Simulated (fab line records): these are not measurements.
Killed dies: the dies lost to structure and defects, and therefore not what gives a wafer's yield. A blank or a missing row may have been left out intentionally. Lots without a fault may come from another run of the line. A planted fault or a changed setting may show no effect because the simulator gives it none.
Split-lot trial | flow n5-finfet | on a route of 1938 steps: 7 lots, 21 wafers read

SPLIT DETAILS
At N5_BEOL_M13_COAT_65 (time 60 s, resist thk 350 nm), the setting spin-rpm was moved away from the recipe's 1500 rpm on 9 of the 21 wafers read, by -8.2% to +4.1%. All remaining wafers had this setting at the recipe value.

Reading taken at the split's own step.

THE READING
SOC_of_BEOL_M13_COAT_65.thk-nm (the simulator's own value, which no gauge read), in nm, at N5_BEOL_M13_COAT_65 (time 60 s, resist thk 350 nm). The file gives no usual value for it. Here, 12 wafers ran the recipe; their average is 350.1 nm with a standard deviation of 1.1 nm.

wafer  | tool, chamber at the split | spin-rpm as run, rpm | against the recipe | SOC_of_BEOL_M13_COAT_65.thk-nm, nm | against lot-mates on the recipe
L074.4 | litho-track-03, 0          | 1500                 | recipe             | 349.8                              | -
L074.5 | litho-track-03, 0          | 1561                 | +4.1%              | 343                                | -7.5
L074.6 | litho-track-03, 0          | 1500                 | recipe             | 351.2                              | -
L075.2 | litho-track-03, 0          | 1500                 | recipe             | 350.2                              | -
L075.3 | litho-track-03, 0          | 1455                 | -3.0%              | 357.4                              | +7.2
L075.6 | litho-track-03, 0          | 1455                 | -3.0%              | 356.2                              | +6.0
L076.3 | litho-track-03, 0          | 1500                 | recipe             | 350                                | -
L076.5 | litho-track-03, 0          | 1416                 | -5.6%              | 361.6                              | +10.9
L076.6 | litho-track-03, 0          | 1500                 | recipe             | 351.4                              | -
L080.1 | litho-track-03, 0          | 1554                 | +3.6%              | 341.8                              | -7.6
L080.5 | litho-track-03, 0          | 1500                 | recipe             | 349.4                              | -
L080.6 | litho-track-03, 0          | 1554                 | +3.6%              | 343                                | -6.4
L086.1 | litho-track-04, 0          | 1500                 | recipe             | 351.2                              | -
L086.5 | litho-track-04, 0          | 1500                 | recipe             | 351.2                              | -
L086.2 | litho-track-04, 0          | 1500                 | recipe             | 351                                | -
L085.3 | litho-track-03, 0          | 1377                 | -8.2%              | 364.8                              | +15.4
L085.5 | litho-track-03, 0          | 1377                 | -8.2%              | 364.8                              | +15.4
L085.4 | litho-track-03, 0          | 1500                 | recipe             | 349.4                              | -
L097.3 | litho-track-01, 0          | 1453                 | -3.1%              | 354.2                              | +5.9
L097.5 | litho-track-01, 0          | 1500                 | recipe             | 348.6                              | -
L097.6 | litho-track-01, 0          | 1500                 | recipe             | 348                                | -

FIT RESULTS
A straight line over all 21 wafers: SOC_of_BEOL_M13_COAT_65.thk-nm changes by -1.88 nm for each +1% of spin-rpm; r = -0.98; the points scatter about the line by 1.1 nm.
The same after taking each lot's own level away (the mean of its wafers on the recipe; 21 wafers): -1.91 nm for each +1%; r = -1.00; scatter 0.53 nm.
The reading moves by 16 nm for the largest change in spin-rpm, on that fit.
Across the lots, their own levels run from 348.30 to 351.13 nm, a range of 2.6 times the standard deviation given above.
Hence the lot-to-lot level has little effect on the slope; both slopes agree.
Check: with one of the wafers moved furthest among these (-8.2%) left out of the fit, the line predicts +15.9 nm for it against its lot-mates. Against them it came out at +15.4 nm.

FURTHER SPLITS ON THESE WAFERS
Before the reading, these wafers also passed through other splits. Each is held against what the fit with the lots' levels taken away leaves over:
other split on the same wafers   | wafers away from the commonest value | r with SOC_of_BEOL_M13_COAT_65.thk-nm (lot level and that fit taken away)
N5_BEOL_M12_EXPOSE_07 dose-mj    | 6                                    | -0.07
N5_BEOL_M12_ETCH_59 h2-flow-sccm | 9                                    | -0.20

THE FILE'S OWN FIT
SOC_of_BEOL_M13_COAT_65.thk-nm changes by -1.91 nm for each +1% of spin-rpm, r = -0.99.
